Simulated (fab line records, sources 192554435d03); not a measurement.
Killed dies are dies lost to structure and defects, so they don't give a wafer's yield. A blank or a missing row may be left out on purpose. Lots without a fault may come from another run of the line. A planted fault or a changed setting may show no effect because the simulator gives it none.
A struck lot beside a sound one | flow n5_finfet | 37 steps out of a route of 1938
Sound: wafers L949.2, L949.3, L949.4. Struck: wafers L939.1, L939.4, L939.6. The cause comes at the end.
At each step with rows: each side's tool, then ch and its chambers, then its first start. Under that, the readings that differ: sound wafers | struck wafers | difference of the means | sigmas: that difference in standard deviations of wafers without a fault.
alike: readings whose means differ by less than 2 such deviations, and words and numbers that are the same on both sides. not compared: withheld readings, readings that some wafer has no value for, bounds like >300 that may hide the same value, and numbers for which the record gives no deviation and whose values overlap.
The two part at a step that has a row with sigmas, a row that says differs or no value, or rows on one side only. Numbers that don't overlap but have no deviation are shown without sigmas and don't part them. A reading that every wafer of one side lacks parts them only if that side has two wafers or more.

first, 9 steps without rows for these wafers: N5_BEOL_M4_ANNEAL_95 (time 240 s); N5_BEOL_M4_SPUTTER_96 (material Cu, target thk 4.5 nm, time 8.29 s); N5_BEOL_M4_ECD_50 (material Cu, target thk 300 nm); N5_BEOL_M4_ANNEAL_51 (time 90 s); N5_BEOL_M4_CMP_52 (polishes, stops on SiOC, t overpolish 6.8 s, target thk 40 nm); N5_BEOL_M4_PRE_CLEAN_60 (time 15 s); N5_BEOL_M4_CO_CAP_55 (material Co, precursor CCTBA/H2, target thk 2 nm, time 102.1 s); N5_BEOL_M4_PRE_CLEAN_56 (time 15 s); N5_BEOL_M4_DEP_57 (deposits SiCN from 3MS/NH3, target thk 8 nm, time 14 s).
N5_BEOL_M4_RC_MEAS_101:
  sound on prober-01 ch 0, day 13 17:31; struck on prober-01 ch 0, day 10 16:18
  alike: DIBL_N, DIBL_P, IOFF_N, IOFF_P, ION_N, ION_P, SS_N, SS_P, VT_N, VT_P
then, 24 steps without rows for these wafers: N5_BEOL_M5_ILD_DEP_00 (deposits SiCOH lowk from DEMS/porogen, target thk 140.64 nm, time 25.9 s); N5_BEOL_M5_CURE_79 (cures SiCOH lowk, time 240 s); N5_BEOL_M5_PECVD_70 (deposits SiO2 from TEOS/O2, target thk 16 nm, time 18 s); N5_BEOL_M5_HM_DEP_02 (deposits TiN, target thk 20 nm); N5_BEOL_M5_COAT_59 (time 60 s, resist thk 60 nm); N5_BEOL_M5_COAT_60 (time 60 s, resist thk 12 nm); N5_BEOL_M5_COAT_71 (time 60 s, resist thk 5 nm); N5_BEOL_M5_COAT_05 (resist thk 30 nm); N5_BEOL_M5_EBR_07; N5_BEOL_M5_SOFTBAKE_06 (time 60 s); N5_BEOL_M5_EXPOSE_08 (exposes mask M5, target cd 28 nm); N5_BEOL_M5_PEB_09 (peb time 60 s); N5_BEOL_M5_DEVELOP_10 (develop time 30 s); N5_BEOL_M5_DESCUM_16 (chemistry O2, time 7 s); N5_BEOL_M5_ETCH_72 (etches underlayer in N2/H2, target depth 6.5 nm, time 5.2 s); N5_BEOL_M5_ETCH_61 (etches SiARC in CF4, target depth 15.6 nm, time 26 s); N5_BEOL_M5_ETCH_62 (etches SOC in N2/H2, target depth 75 nm, overetch 15 nm, time 112.5 s); N5_BEOL_M5_STRIP_63 (strips in N2/H2); N5_BEOL_M5_STRIP_73 (strips in N2/H2); N5_BEOL_M5_STRIP_64 (strips in CF4); N5_BEOL_M5_HM_OPEN_17 (chemistry Cl2/BCl3, target TiN, target depth 20 nm, overetch 6 nm); N5_BEOL_M5_STRIP_19 (strips in O2); N5_BEOL_M5_COAT_65 (time 60 s, resist thk 60 nm); N5_BEOL_M5_COAT_66 (time 60 s, resist thk 12 nm).
-- the record jumps here: 2 days lie between the struck wafers' starts before and after (it left off in module BEOL_M5 and takes up again in module BEOL_M10, whose first step shown is number 1526 of the route) --
N5_BEOL_M10_CVD_75: deposits Co from CCTBA/H2, target thk 2 nm, time 138.9 s.
  sound on cvd_co-02 ch 0,2, day 16 05:13; struck on cvd_co-01 ch 1,2, day 12 18:41
  no value came back on the struck wafers for chamber_pressure_Torr (Torr), run_length_s (s), time_s (s); on the sound wafers chamber_pressure_Torr (Torr) reads 30.08 30.10 30.09
N5_BEOL_M10_CMP_52: polishes, stops on SiCOH lowk, t overpolish 7 s, target thk 140 nm.
  sound on cmp-02 ch 1,2,3, day 16 06:32; struck on cmp-02 ch 0,2,3, day 12 19:31
  reading                      | sound          | struck         | difference | sigmas
  barrier_field_endpoint_s (s) | 30.2 29.6 29.3 | 27.2 25.2 27.1 | -3.2       | -4
  alike: motor_current_A, platen_rpm, retaining_ring_pressure_frac
-- the record jumps here: 2 days lie between the struck wafers' starts before and after (it left off in module BEOL_M10 and takes up again in module PASSIVATION, whose first step shown is number 1936 of the route) --
N5_PASSIVATION_PROBE_49:
  sound on prober-02, day 18 03:30; struck on prober-01, day 14 21:52
  reading                  | sound          | struck         | difference | sigmas
  defect_limited_yield (%) | 91.7 91.6 90.6 | 25.1 26.7 25.3 | -65.6      | -44
  killed_at_M4_up          | 16 12 14       | 832 813 827    | +810       | +99 or more
  killed_at_front_end      | 34 28 51       | 14 17 15       | -22        | -2
  killed_dies              | 98 99 111      | 884 865 881    | +774       | +43
  killed_on_rim            | 9 12 13        | 145 143 100    | +118       | +27
  killed_open              | 63 67 61       | 34 34 39       | -28        | -2
  sort_bin_5_function (%)  | 4.7 5.2 5.8    | 62.1 60.8 63.0 | +56.7      | +58
  sort_bin_6_memory (%)    | 3.3 3.2 3.2    | 12.8 11.8 11.5 | +8.8       | +12
  sort_n_pass              | 1082 1081 1069 | 296 315 299    | -774       | -43
  sort_yield_pct (%)       | 91.7 91.6 90.6 | 25.1 26.7 25.3 | -65.6      | -44
  alike: killed_at_M0_to_M3, killed_at_contacts, killed_at_other, killed_short

WHERE THEY PART
First at N5_BEOL_M10_CVD_75; last, within this record, at N5_PASSIVATION_PROBE_49.

WHY: what the simulator had put in
Skipped step whole: cvd_co-01, from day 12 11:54 on, at N5_BEOL_M10_CVD_75. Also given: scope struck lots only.
